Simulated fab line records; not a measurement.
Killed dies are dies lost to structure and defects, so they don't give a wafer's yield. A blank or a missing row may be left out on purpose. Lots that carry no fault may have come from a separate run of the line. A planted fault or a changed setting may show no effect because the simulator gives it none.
fab line records	flow n5_finfet
record: lots: 6	wafers: 18	last_day: 18
route steps=1938 shown BEOL_M5@1119
lots that met no fault: from a run of the same line without faults
start_h: the number of hours between the record's first day and the start of the first shown wafer of the lot	wait_h: time in hours since the lot's previous step	" repeats the value in the row above	L1.1+2: several wafers, shown together as one row	- no value, or no start given	* or withheld: withheld	< > ~ a bound
route shown NAME@n: NAME is a module with steps in the file, n the number in the route of the first one	usual: mean and standard deviation over wafers with no fault	same: alike in all rows	chamber/n: place in a boat	sites: the reading at each site	_std_site: the values' standard deviation	_edge_site: inner sites' mean taken away from outer sites' mean	radius_mm: for every site, how far away it sits from the centre of the wafer	mask NAME#n: copy n	behind: the tool/chamber that last shaped the wafer	hold: reason for holding the lot/hours on hold/outcome of the hold	device: the n, p or np transistor that did not switch	end of line: the tests these same wafers got at the end of their route	for a step that has no rows: nothing shown but its recipe	killed: the dies lost at the first sort to structure and to defects; this is not the yield of the wafer	map: a wafer's dies, x killed, . not, _ none there
set.NAME: setting as actually run; set.NAME@STEP: the setting as run at that earlier step	model.NAME: the simulator's own value behind a step, which no gauge read
certain route steps with their lots: each step a table, each wafer a row
services: from which hour (start_h, from the record's first day; less than 0 if before it) a tool's chamber was out of use, for how many hours, and why
== steps ==
step: N5_BEOL_M5_COAT_71
recipe: resist: underlayer	temp_c: 205	time_s: 60	spin_rpm: 1500	resist_thk_nm: 5
step: N5_BEOL_M5_COAT_05
recipe: resist: CAR-EUV	spin_rpm: 1500	resist_thk_nm: 30
step: N5_BEOL_M5_EBR_07
recipe: solvent: PGMEA	ebr_width_mm: 1.5
step: N5_BEOL_M5_SOFTBAKE_06
recipe: temp_c: 110	time_s: 60	resist: CAR-EUV
step: N5_BEOL_M5_EXPOSE_08
recipe: mask_id: M5	na: 0.33	source_shape: annular	sigma_inner: 0.4	sigma_outer: 0.8	polarization: unpolarized	target_cd_nm: 28	dose_mj: 35.75
step: N5_BEOL_M5_PEB_09
recipe: peb_temp_c: 100	peb_time_s: 60	resist: CAR-EUV
step: N5_BEOL_M5_DEVELOP_10
recipe: develop_time_s: 30	developer: TMAH	resist: CAR-EUV	rinse_liquid: surfactant_rinse	dry: air_spin	dev_temp_c: 23
step: N5_BEOL_M5_CD_MEAS_11
recipe: target_cd_nm: 27.74	landing_energy_ev: 500	detector: se_inlens
usual: cd_nm: 27.99/0.27
lot.wafer	tool	chamber	start_h	wait_h	cd_nm
L857.1	cd_sem-03	0	162.79	-	27.94
L857.3	"	0	"	"	27.82
L857.5	"	0	"	"	28.39
L867.1	cd_sem-03	0	246.80	-	28.22
L867.2	"	0	"	"	27.91
L867.6	"	0	"	"	27.83
L873.2	cd_sem-02	0	278.59	-	27.79
L873.4	"	0	"	"	28.04
L873.6	"	0	"	"	27.88
L874.1	cd_sem-03	0	283.17	-	28.29
L874.2	"	0	"	"	28.06
L874.4	"	0	"	"	28.35
L878.2	cd_sem-01	0	319.37	-	27.97
L878.3	"	0	"	"	27.81
L878.6	"	0	"	"	27.55
L879.3	cd_sem-01	0	323.76	-	27.49
L879.4	"	0	"	"	27.59
L879.6	"	0	"	"	28.03
step: N5_BEOL_M5_OVL_MEAS_12
recipe: points_per_wafer: 522
usual: M5_OVL: 0.2/0.84
lot.wafer	tool	chamber	start_h	wait_h	M5_OVL[nm]
L857.1	overlay-01	0	162.82	0.0	0.7
L857.3	"	0	"	"	0.6
L857.5	"	0	"	"	0.9
L867.1	overlay-01	0	246.83	0.0	1.0
L867.2	"	0	"	"	-0.1
L867.6	"	0	"	"	-0.1
L873.2	overlay-02	0	278.63	0.0	1.0
L873.4	"	0	"	"	0.0
L873.6	"	0	"	"	0.1
L874.1	overlay-01	0	283.20	0.0	-0.2
L874.2	"	0	"	"	1.4
L874.4	"	0	"	"	1.2
L878.2	overlay-01	0	319.41	0.0	1.4
L878.3	"	0	"	"	-0.9
L878.6	"	0	"	"	1.7
L879.3	overlay-02	0	323.80	0.0	0.8
L879.4	"	0	"	"	2.1
L879.6	"	0	"	"	1.0
step: N5_BEOL_M5_INSPECT_13
recipe: mode: adi	inspect_instrument: brightfield
usual: raw_defect_count: 398/83
lot.wafer	tool	chamber	start_h	wait_h	raw_defect_count
L857.1	defect_inspect-01	-	162.88	0.1	412
L857.3	"	-	"	"	351
L857.5	"	-	"	"	292
L867.1	defect_inspect-01	-	246.89	0.1	533
L867.2	"	-	"	"	460
L867.6	"	-	"	"	348
L873.2	defect_inspect-01	-	278.68	0.0	421
L873.4	"	-	"	"	373
L873.6	"	-	"	"	377
L874.1	defect_inspect-02	-	283.52	0.3	334
L874.2	"	-	"	"	271
L874.4	"	-	"	"	351
L878.2	defect_inspect-01	-	319.46	0.0	439
L878.3	"	-	"	"	497
L878.6	"	-	"	"	494
L879.3	defect_inspect-02	-	323.85	0.0	512
L879.4	"	-	"	"	675
L879.6	"	-	"	"	494
step: N5_BEOL_M5_DESCUM_16
recipe: chemistry: O2	time_s: 7	source_power_w: 50	bias_power_w: 20	pressure_mtorr: 20	rf_frequency_hz: 2.712e+07	temp_c: 40	resist: CAR-EUV	o2_flow_sccm: 225
usual: drypump_motor_current_A: 5.8/0.38	oes_product_au: 0.78/0.083	rf_vpp_V: 242.9/1.3	showerhead_plenum_p_Torr: 2.07/0.074	throttle_valve_pct: 20.39/0.25
lot.wafer	tool	chamber	start_h	wait_h	drypump_motor_current_A	oes_product_au	rf_hours_counter_h	rf_vpp_V	showerhead_plenum_p_Torr	throttle_valve_pct
L857.1	rie_diel-03	0	162.91	0.0	5.9	0.87	48	242.0	2.02	20.10
L857.3	"	1	"	"	5.7	0.79	137	243.3	2.09	20.14
L857.5	"	3	"	"	5.5	0.71	-	244.2	2.17	20.40
L867.1	rie_diel-02	1	246.93	0.0	6.4	0.96	7	242.2	2.03	19.98
L867.2	"	0	"	"	5.7	0.92	17	244.2	2.14	20.21
L867.6	"	1	"	"	6.4	0.97	-	242.8	2.03	19.96
L873.2	rie_diel-03	3	278.72	0.0	5.5	0.69	212	244.9	2.16	20.48
L873.4	"	0	"	"	5.9	0.83	80	242.0	2.01	20.15
L873.6	"	1	"	"	5.7	0.74	-	244.2	2.08	20.21
L874.1	rie_diel-03	0	283.56	0.0	5.9	0.83	82	242.6	2.01	20.14
L874.2	"	1	"	"	5.7	0.75	172	244.4	2.08	20.21
L874.4	"	3	"	"	5.5	0.68	214	244.6	2.16	20.47
L878.2	rie_diel-04	3	319.49	0.0	6.3	0.81	92	244.0	2.22	20.64
L878.3	"	1	"	"	5.2	0.92	20	242.9	2.15	20.26
L878.6	"	2	"	"	5.8	0.70	-	243.8	2.05	20.32
L879.3	rie_diel-03	1	323.88	0.0	5.7	0.73	184	243.6	2.07	20.23
L879.4	"	3	"	"	5.5	0.68	226	243.2	2.16	20.49
L879.6	"	1	"	"	5.7	0.74	-	242.9	2.07	20.23
step: N5_BEOL_M5_ETCH_72
recipe: chemistry: N2/H2	target: underlayer	target_depth_a: 65	mask_material: CAR-EUV	time_s: 5.2	ion_energy_ev: 200	pressure_mtorr: 30	source_w: 840	bias_w: 150	n2_flow_sccm: 200	h2_flow_sccm: 200	ends: cleared
usual: bias_w: 150.0/0.48	chamber_pressure_mTorr: 30.00/0.042	drypump_motor_current_A: 5.8/0.37	etch_rf_on_time_s: 5.22/0.1	oes_product_au: 0.66/0.069	rf_vpp_V: 523.2/2.6	showerhead_plenum_p_Torr: 2.52/0.086	throttle_valve_pct: 17.87/0.22
lot.wafer	tool	chamber	start_h	wait_h	bias_w	chamber_pressure_mTorr	drypump_motor_current_A	etch_rf_on_time_s	oes_product_au	rf_hours_counter_h	rf_vpp_V	showerhead_plenum_p_Torr	throttle_valve_pct
L857.1	rie_diel-03	0	162.95	0.0	150.1	30.09	5.9	5.20	0.73	48	522.0	2.47	17.63
L857.3	"	1	"	"	150.4	30.01	5.7	5.16	0.67	137	524.8	2.54	17.60
L857.5	"	3	"	"	150.0	29.98	5.6	5.29	0.61	-	524.7	2.65	17.88
L867.1	rie_diel-02	1	246.96	0.0	149.2	30.02	6.3	5.16	0.82	7	520.9	2.49	17.45
L867.2	"	0	"	"	150.1	30.04	5.7	5.28	0.79	17	525.2	2.62	17.77
L867.6	"	1	"	"	148.8	30.01	6.4	5.16	0.81	-	522.3	2.49	17.45
L873.2	rie_diel-03	3	278.75	0.0	150.1	29.99	5.5	5.35	0.58	212	527.2	2.63	17.91
L873.4	"	0	"	"	149.7	30.02	6.0	5.29	0.70	80	520.8	2.46	17.68
L873.6	"	1	"	"	150.9	29.96	5.7	5.09	0.65	-	523.9	2.53	17.68
L874.1	rie_diel-03	0	283.60	0.0	149.7	29.97	5.9	5.31	0.69	82	522.3	2.46	17.68
L874.2	"	1	"	"	149.8	30.03	5.7	5.18	0.64	172	523.2	2.53	17.69
L874.4	"	3	"	"	150.7	29.94	5.5	5.38	0.58	214	525.7	2.63	17.92
L878.2	rie_diel-04	3	319.53	0.0	150.0	30.03	6.3	5.35	0.68	92	526.6	2.68	17.98
L878.3	"	1	"	"	150.0	30.01	5.2	5.21	0.77	20	524.9	2.61	17.75
L878.6	"	2	"	"	150.6	29.99	5.8	5.30	0.60	-	522.5	2.51	17.81
L879.3	rie_diel-03	1	323.91	0.0	150.5	30.06	5.7	5.08	0.63	184	524.1	2.52	17.68
L879.4	"	3	"	"	149.4	29.95	5.5	5.25	0.57	226	524.5	2.63	17.95
L879.6	"	1	"	"	150.9	30.01	5.7	5.12	0.65	-	524.0	2.52	17.72
step: N5_BEOL_M5_ETCH_61
recipe: chemistry: CF4	target: SiARC	target_depth_a: 156	mask_material: CAR-EUV	time_s: 26	ion_energy_ev: 80	pressure_mtorr: 40	source_w: 545	bias_w: 36	Ar_flow_sccm: 100	cf4_flow_sccm: 100	ends: cleared
usual: bias_w: 35.99/0.1	cf4_flow_sccm: 99.99/0.29	drypump_motor_current_A: 5.8/0.37	etch_rf_on_time_s: 26.1/0.47	oes_product_au: 0.66/0.068	rf_vpp_V: 184.0/1.2	showerhead_plenum_p_Torr: 2.12/0.067	throttle_valve_pct: 15.61/0.24
lot.wafer	tool	chamber	start_h	wait_h	bias_w	cf4_flow_sccm	drypump_motor_current_A	etch_rf_on_time_s	oes_product_au	rf_hours_counter_h	rf_vpp_V	showerhead_plenum_p_Torr	throttle_valve_pct
L857.1	rie_diel-03	0	162.96	0.0	35.72	99.72	5.9	26.3	0.73	48	183.6	2.09	15.34
L857.3	"	1	"	"	36.18	100.18	5.7	26.0	0.67	137	184.4	2.15	15.39
L857.5	"	3	"	"	35.91	100.65	5.5	26.3	0.60	-	184.4	2.22	15.66
L867.1	rie_diel-02	1	246.98	0.0	35.97	99.65	6.3	25.9	0.81	7	184.2	2.10	15.25
L867.2	"	0	"	"	36.05	100.29	5.7	26.2	0.79	17	184.2	2.17	15.27
L867.6	"	1	"	"	36.00	99.88	6.3	26.0	0.81	-	182.4	2.10	15.24
L873.2	rie_diel-03	3	278.77	0.0	-	-	-	-	-	-	-	-	-
L873.4	"	0	"	"	-	-	-	-	-	-	-	-	-
L873.6	"	1	"	"	-	-	-	-	-	-	-	-	-
L874.1	rie_diel-03	0	283.61	0.0	-	-	-	-	-	-	-	-	-
L874.2	"	1	"	"	-	-	-	-	-	-	-	-	-
L874.4	"	3	"	"	-	-	-	-	-	-	-	-	-
L878.2	rie_diel-04	3	319.55	0.0	35.88	99.93	6.3	26.7	0.68	92	185.9	2.25	15.67
L878.3	"	1	"	"	36.07	99.96	5.2	26.5	0.78	20	184.4	2.18	15.30
L878.6	"	2	"	"	35.86	99.67	5.8	26.3	0.60	-	183.4	2.12	15.73
L879.3	rie_diel-03	1	323.93	0.0	36.07	100.06	5.7	25.8	0.63	184	185.3	2.13	15.52
L879.4	"	3	"	"	36.02	100.25	5.5	26.2	0.58	226	184.6	2.20	15.76
L879.6	"	1	"	"	36.07	99.28	5.7	26.3	0.63	-	184.8	2.13	15.49
step: N5_BEOL_M5_ETCH_62
recipe: chemistry: N2/H2	target: SOC	target_depth_a: 750	overetch_a: 150	mask_material: SiARC	temp_c: 40	time_s: 112.5	ion_energy_ev: 200	pressure_mtorr: 30	source_w: 840	bias_w: 150	n2_flow_sccm: 200	h2_flow_sccm: 200
usual: bias_w: 150.1/0.51	chamber_pressure_mTorr: 30.003/0.029	drypump_motor_current_A: 5.8/0.37	oes_product_au: 0.62/0.063	rf_vpp_V: 523.4/2.5	showerhead_plenum_p_Torr: 2.52/0.086	throttle_valve_pct: 17.83/0.22
lot.wafer	tool	chamber	start_h	wait_h	bias_w	chamber_pressure_mTorr	drypump_motor_current_A	oes_product_au	rf_hours_counter_h	rf_vpp_V	showerhead_plenum_p_Torr	throttle_valve_pct
L857.1	rie_diel-03	0	162.99	0.0	148.8	29.998	5.9	0.68	48	521.1	2.47	17.59
L857.3	"	1	"	"	149.4	29.995	5.7	0.62	137	525.3	2.54	17.58
L857.5	"	3	"	"	150.9	30.024	5.6	0.57	-	526.0	2.65	17.81
L867.1	rie_diel-02	1	247.01	0.0	149.0	30.015	6.3	0.76	7	522.1	2.49	17.41
L867.2	"	0	"	"	150.1	29.984	5.7	0.74	17	525.7	2.62	17.71
L867.6	"	1	"	"	149.8	29.998	6.4	0.75	-	523.4	2.49	17.41
L873.2	rie_diel-03	3	278.80	0.0	149.4	30.025	5.5	0.27	212	525.7	2.63	17.81
L873.4	"	0	"	"	149.2	30.002	5.9	0.31	80	521.1	2.46	17.57
L873.6	"	1	"	"	149.8	30.022	5.7	0.28	-	523.9	2.53	17.58
L874.1	rie_diel-03	0	283.64	0.0	150.5	29.997	5.9	0.31	82	522.1	2.46	17.59
L874.2	"	1	"	"	150.2	30.020	5.7	0.28	172	523.0	2.53	17.59
L874.4	"	3	"	"	149.5	30.012	5.5	0.26	214	526.4	2.63	17.83
L878.2	rie_diel-04	3	319.57	0.0	149.8	30.018	6.3	0.63	92	528.2	2.68	17.95
L878.3	"	1	"	"	150.6	30.003	5.2	0.71	20	526.8	2.61	17.68
L878.6	"	2	"	"	150.0	30.016	5.8	0.55	-	523.6	2.51	17.77
L879.3	rie_diel-03	1	323.96	0.0	150.3	29.981	5.7	0.59	184	524.7	2.52	17.64
L879.4	"	3	"	"	149.5	30.021	5.5	0.54	226	527.2	2.63	17.89
L879.6	"	1	"	"	149.9	29.978	5.7	0.59	-	524.0	2.52	17.66
step: N5_BEOL_M5_STRIP_63
recipe: chemistry: N2/H2	temp_c: 40	n2_flow_sccm: 200	h2_flow_sccm: 200	rf_frequency_hz: 6e+07
step: N5_BEOL_M5_STRIP_73
recipe: chemistry: N2/H2	temp_c: 40	n2_flow_sccm: 200	h2_flow_sccm: 200	rf_frequency_hz: 6e+07
step: N5_BEOL_M5_STRIP_64
recipe: chemistry: CF4	resist: SiARC	power_w: 300	bias_power_w: 75	pressure_mtorr: 50	cf4_flow_sccm: 150	rf_frequency_hz: 6e+07
usual: drypump_motor_current_A: 5.7/0.37	oes_product_au: 0.77/0.079	rf_vpp_V: 270.9/1.4	showerhead_plenum_p_Torr: 1.78/0.054	throttle_valve_pct: 13.57/0.27
lot.wafer	tool	chamber	start_h	wait_h	drypump_motor_current_A	oes_product_au	rf_hours_counter_h	rf_vpp_V	showerhead_plenum_p_Torr	throttle_valve_pct
L857.1	rie_diel-03	0	163.12	0.0	5.9	0.85	48	270.7	1.74	13.28
L857.3	"	1	"	"	5.7	0.77	137	270.4	1.79	13.36
L857.5	"	3	"	"	5.5	0.71	-	272.6	1.86	13.66
L867.1	rie_diel-02	1	247.13	0.0	6.3	0.94	7	270.7	1.75	13.10
L867.2	"	0	"	"	5.7	0.92	17	271.0	1.81	13.21
L867.6	"	1	"	"	6.3	0.94	-	271.6	1.75	13.10
L873.2	rie_diel-03	3	278.92	0.0	5.5	0.69	212	272.4	1.85	13.74
L873.4	"	0	"	"	5.9	0.81	80	269.4	1.73	13.33
L873.6	"	1	"	"	5.7	0.74	-	271.7	1.78	13.44
L874.1	rie_diel-03	0	283.77	0.0	5.9	0.81	82	270.3	1.73	13.34
L874.2	"	1	"	"	5.7	0.75	172	270.6	1.78	13.43
L874.4	"	3	"	"	5.5	0.69	214	272.5	1.85	13.75
L878.2	rie_diel-04	3	319.70	0.0	6.3	0.80	92	273.3	1.89	13.60
L878.3	"	1	"	"	5.2	0.90	20	270.7	1.81	13.19
L878.6	"	2	"	"	5.8	0.70	-	271.2	1.78	13.71
L879.3	rie_diel-03	1	324.09	0.0	5.7	0.73	184	269.3	1.77	13.48
L879.4	"	3	"	"	5.5	0.67	227	272.2	1.85	13.78
L879.6	"	1	"	"	5.7	0.73	-	270.1	1.77	13.46
step: N5_BEOL_M5_HM_OPEN_17
recipe: chemistry: Cl2/BCl3	target_depth_a: 200	overetch_a: 60	target: TiN	mask_material: SOC	ion_energy_ev: 150	pressure_mtorr: 10	icp_w: 1000	bias_w: 126	Cl2_flow_sccm: 53.25	bcl3_flow_sccm: 21.75	Ar_flow_sccm: 25
usual: drypump_motor_current_A: 6.0/0.34	oes_product_au: 0.67/0.069	throttle_valve_pct: 22.11/0.19
lot.wafer	tool	chamber	start_h	wait_h	drypump_motor_current_A	oes_product_au	rf_hours_counter_h	throttle_valve_pct
L857.1	rie_metal-01	1	163.16	0.0	6.2	0.70	29	22.22
L857.3	"	1	"	"	6.1	0.70	-	22.22
L857.5	"	1	"	"	6.1	0.70	-	22.22
L867.1	rie_metal-03	1	247.18	0.0	6.0	0.53	122	22.03
L867.2	"	0	"	"	6.3	0.68	42	22.06
L867.6	"	0	"	"	6.3	0.68	-	22.06
L873.2	rie_metal-01	0	278.96	0.0	5.3	0.28	47	22.41
L873.4	"	1	"	"	6.1	0.29	-	22.91
L873.6	"	1	"	"	6.1	0.29	-	22.91
L874.1	rie_metal-02	0	283.81	0.0	6.1	0.31	19	22.80
L874.2	"	1	"	"	6.2	0.32	15	23.03
L874.4	"	0	"	"	6.1	0.32	-	22.77
L878.2	rie_metal-02	0	319.74	0.0	6.1	0.72	22	22.13
L878.3	"	0	"	"	6.1	0.72	-	22.12
L878.6	"	1	"	"	6.2	0.71	-	22.38
L879.3	rie_metal-01	0	324.16	0.1	5.3	0.64	-	21.77
L879.4	"	1	"	"	6.1	0.66	-	22.30
L879.6	"	1	"	"	6.1	0.65	-	22.26
step: N5_BEOL_M5_STRIP_19
recipe: chemistry: O2	power_w: 400	temp_c: 40	pressure_mtorr: 30	rf_frequency_hz: 6e+07	bias_power_w: 0	overash_fraction: 0.2	o2_flow_sccm: 225
usual: drypump_motor_current_A: 5.7/0.37	oes_product_au: 0.79/0.092	rf_vpp_V: 3.7/0.49	showerhead_plenum_p_Torr: 2.08/0.072	throttle_valve_pct: 16.63/0.25
lot.wafer	tool	chamber	start_h	wait_h	drypump_motor_current_A	oes_product_au	rf_hours_counter_h	rf_vpp_V	showerhead_plenum_p_Torr	throttle_valve_pct
L857.1	rie_diel-03	1	163.36	0.2	5.7	0.78	137	3.5	2.09	16.41
L857.3	"	0	"	"	5.9	0.87	48	4.2	2.03	16.36
L857.5	"	3	"	"	5.5	0.71	-	3.6	2.18	16.69
L867.1	rie_diel-02	2	247.30	0.1	5.9	0.75	161	3.5	2.09	16.92
L867.2	"	3	"	"	4.9	0.71	224	3.4	2.00	17.15
L867.6	"	2	"	"	5.9	0.76	-	3.9	2.09	16.90
L873.2	rie_diel-03	1	279.07	0.1	5.7	0.75	171	4.1	2.08	16.49
L873.4	"	2	"	"	6.0	0.75	195	2.9	1.99	16.77
L873.6	"	1	"	"	5.7	0.75	-	3.4	2.08	16.50
L874.1	rie_diel-04	2	283.96	0.1	5.8	0.71	195	3.6	2.06	16.62
L874.2	"	0	"	"	5.5	0.68	248	4.3	1.96	16.88
L874.4	"	3	"	"	6.3	0.83	79	3.1	2.23	16.76
L878.2	rie_diel-02	1	319.96	0.2	6.3	0.90	31	4.4	2.02	16.24
L878.3	"	3	"	"	4.9	0.69	248	3.9	1.99	17.19
L878.6	"	1	"	"	6.3	0.90	-	4.3	2.02	16.24
L879.3	rie_diel-03	2	324.33	0.1	6.0	0.73	208	3.1	1.99	16.79
L879.4	"	3	"	"	5.5	0.68	227	3.8	2.16	16.79
L879.6	"	0	"	"	5.9	0.81	-	3.4	2.01	16.43
step: N5_BEOL_M5_CD_MEAS_18
recipe: pitch_nm: 56	target_cd_nm: 28
usual: cd_nm: 27.9/0.34
lot.wafer	tool	chamber	start_h	wait_h	cd_nm
L857.1	cd_sem-02	-	163.43	0.0	28.3
L857.3	"	-	"	"	28.6
L857.5	"	-	"	"	28.2
L867.1	cd_sem-03	-	247.37	0.0	28.2
L867.2	"	-	"	"	27.2
L867.6	"	-	"	"	28.0
L873.2	cd_sem-02	-	279.15	0.1	-
L873.4	"	-	"	"	-
L873.6	"	-	"	"	-
L874.1	cd_sem-03	-	284.03	0.0	-
L874.2	"	-	"	"	-
L874.4	"	-	"	"	-
L878.2	cd_sem-01	-	320.03	0.1	27.6
L878.3	"	-	"	"	28.2
L878.6	"	-	"	"	28.4
L879.3	cd_sem-03	-	324.41	0.1	27.3
L879.4	"	-	"	"	28.0
L879.6	"	-	"	"	28.1
step: N5_BEOL_M5_COAT_65
recipe: resist: SOC	temp_c: 250	time_s: 60	spin_rpm: 1500	resist_thk_nm: 60
== services ==
tool	chamber	start_h	hours	kind
rie_metal-01	0	155.40	25.5	repair
rie_metal-03	-	162.48	0.4	repair
rie_diel-02	0	174.77	-	clean
rie_diel-02	0	174.77	-	consumable_replace:focus_ring
rie_diel-02	0	174.77	19.6	scheduled_down
rie_diel-02	0	174.77	19.6	vent_cycle
rie_diel-04	0	176.83	7.2	repair
rie_metal-03	-	177.06	1.4	pm
rie_diel-02	1	194.32	-	clean
rie_diel-02	1	194.32	-	consumable_replace:focus_ring
rie_diel-02	1	194.32	25.5	scheduled_down
rie_diel-02	1	194.32	25.5	vent_cycle
rie_diel-04	0	204.06	8.8	repair
rie_diel-04	1	225.88	-	clean
rie_diel-04	1	225.88	-	consumable_replace:focus_ring
rie_diel-04	1	225.88	31.8	scheduled_down
rie_diel-04	1	225.88	31.8	vent_cycle
rie_metal-02	-	233.82	14.6	pm
rie_diel-02	1	257.11	6.0	repair
rie_diel-04	0	284.54	18.3	repair
rie_diel-02	3	293.80	6.4	repair
rie_diel-04	0	307.97	-	clean
rie_diel-04	0	307.97	-	consumable_replace:focus_ring
rie_diel-03	0	318.87	4.7	repair
== key ==
first_sign: step: N5_BEOL_M5_ETCH_61	reading: tool_record	direction: missing
effect: step: N5_BEOL_M5_ETCH_62	reading: oes_product_au	direction: down	sigmas: 5.3	usual: 0.62	struck: 0.28
effect: step: N5_BEOL_M5_HM_OPEN_17	reading: oes_product_au	direction: down	sigmas: 5.2	usual: 0.67	struck: 0.30
effect: step: N5_BEOL_M5_CD_MEAS_18	reading: cd_nm	direction: missing
met_at N5_BEOL_M5_ETCH_61
struck_wafers L873.2,L873.4,L873.6,L874.1,L874.2,L874.4
later_rows_left_out L873.2,L873.4,L873.6,L874.1,L874.2,L874.4
sort_left_out L873.2,L873.4,L873.6,L874.1,L874.2,L874.4
onset_between 162.96 278.77
fault: kind: skipped_step_whole	tool: rie_diel-03	chamber: -	onset_h: 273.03	steps: N5_BEOL_M5_ETCH_61	scope: struck_lots_only
sort_left_out: the simulated sort isn't trusted on such a fault, so these wafers' sort isn't shown, and their yield isn't known
later_rows_left_out: the simulator's readings of these wafers behind a module that went badly wrong aren't trusted and aren't shown, but for the sort
